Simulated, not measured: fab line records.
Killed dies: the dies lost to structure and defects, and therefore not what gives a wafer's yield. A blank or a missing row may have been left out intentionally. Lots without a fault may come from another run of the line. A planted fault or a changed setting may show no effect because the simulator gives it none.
Chamber matching | flow nand harc | cmp-02 running NHARC_A_STAIRCASE_CMP_152: 4 sister chambers
The step polishes. 24 wafers are shown with their chamber, then 12 later ones without.

== WAFERS, EACH WITH ITS CHAMBER ==
wafer  | chamber | motor current A (A) | slurry flow ml min
L074.1 | 3       | 12.4                | 150.8
L074.2 | 2       | 13.3                | 149.4
L074.6 | 2       | 12.2                | 149.2
L079.2 | 2       | 12.5                | 149.8
L079.5 | 2       | 12.6                | 150.5
L079.6 | 3       | 12.6                | 150.5
L081.1 | 1       | 12.3                | 149.8
L081.3 | 2       | 12.9                | 149.4
L081.6 | 3       | 12.5                | 149.9
L083.1 | 3       | 12.0                | 149.2
L083.5 | 2       | 12.8                | 150.2
L083.6 | 1       | 12.4                | 150.1
L085.2 | 2       | 12.6                | 150.6
L085.4 | 1       | 11.7                | 150.4
L085.5 | 1       | 11.7                | 150.0
L087.4 | 2       | 12.6                | 149.6
L087.5 | 1       | 12.5                | 151.0
L087.6 | 2       | 13.3                | 149.6
L089.3 | 0       | 11.8                | 149.2
L089.5 | 1       | 12.0                | 150.3
L089.6 | 0       | 12.0                | 149.4
L088.1 | 0       | 11.9                | 150.1
L088.3 | 2       | 12.7                | 150.6
L088.4 | 3       | 11.6                | 149.2

SIGNATURES (means of the wafers above)
reading            | chamber 0 | chamber 1 | chamber 2 | chamber 3 | scatter within a chamber
motor current A    | 11.900    | 12.100    | 12.750    | 12.220    | 0.346
slurry flow ml min | 149.567   | 150.267   | 149.890   | 149.920   | 0.551
Rule: for a wafer and a chamber, the distance is found by dividing, reading by reading, the gap between the wafer's reading and the chamber's mean by the reading's scatter, squaring, summing and taking the root. The wafer belongs to the nearest chamber; if the next one is less than 2 further off, it can't be placed. The scatter is the square root of a quotient: the sum, over the shown wafers, of each reading's squared deviation from its chamber's mean, divided by wafers minus chambers.

== WAFERS WHOSE CHAMBER IS MISSING ==
wafer  | motor current A (A) | slurry flow ml min
L091.1 | 11.8                | 149.2
L091.2 | 13.2                | 149.0
L091.5 | 12.1                | 149.7
L092.1 | 11.9                | 150.1
L092.2 | 12.3                | 149.5
L092.4 | 12.5                | 150.7
L093.1 | 12.0                | 150.3
L093.5 | 11.7                | 150.4
L093.6 | 12.1                | 150.4
L097.1 | 12.4                | 149.9
L097.2 | 12.9                | 150.2
L097.4 | 12.3                | 150.4

== THE CHAMBER EACH PASSED THROUGH ==
wafer  | from the rows above               | in truth
L091.1 | can't be placed: 0 or 3 or 1      | 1
L091.2 | can't be placed: 2 or 3 or 0 or 1 | 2
L091.5 | can't be placed: 3 or 0 or 1 or 2 | 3
L092.1 | can't be placed: 1 or 0 or 3 or 2 | 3
L092.2 | can't be placed: 3 or 0 or 2 or 1 | 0
L092.4 | can't be placed: 1 or 3 or 2 or 0 | 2
L093.1 | can't be placed: 1 or 3 or 0 or 2 | 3
L093.5 | can't be placed: 1 or 0 or 3 or 2 | 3
L093.6 | can't be placed: 1 or 3 or 0 or 2 | 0
L097.1 | can't be placed: 3 or 2 or 1 or 0 | 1
L097.2 | can't be placed: 2 or 3 or 1      | 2
L097.4 | can't be placed: 1 or 3 or 2 or 0 | 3
Correct placement for 0 of the 12. Can't be placed from these rows: 12 (the true chamber is among the candidates in 12). Number placed wrongly: 0.
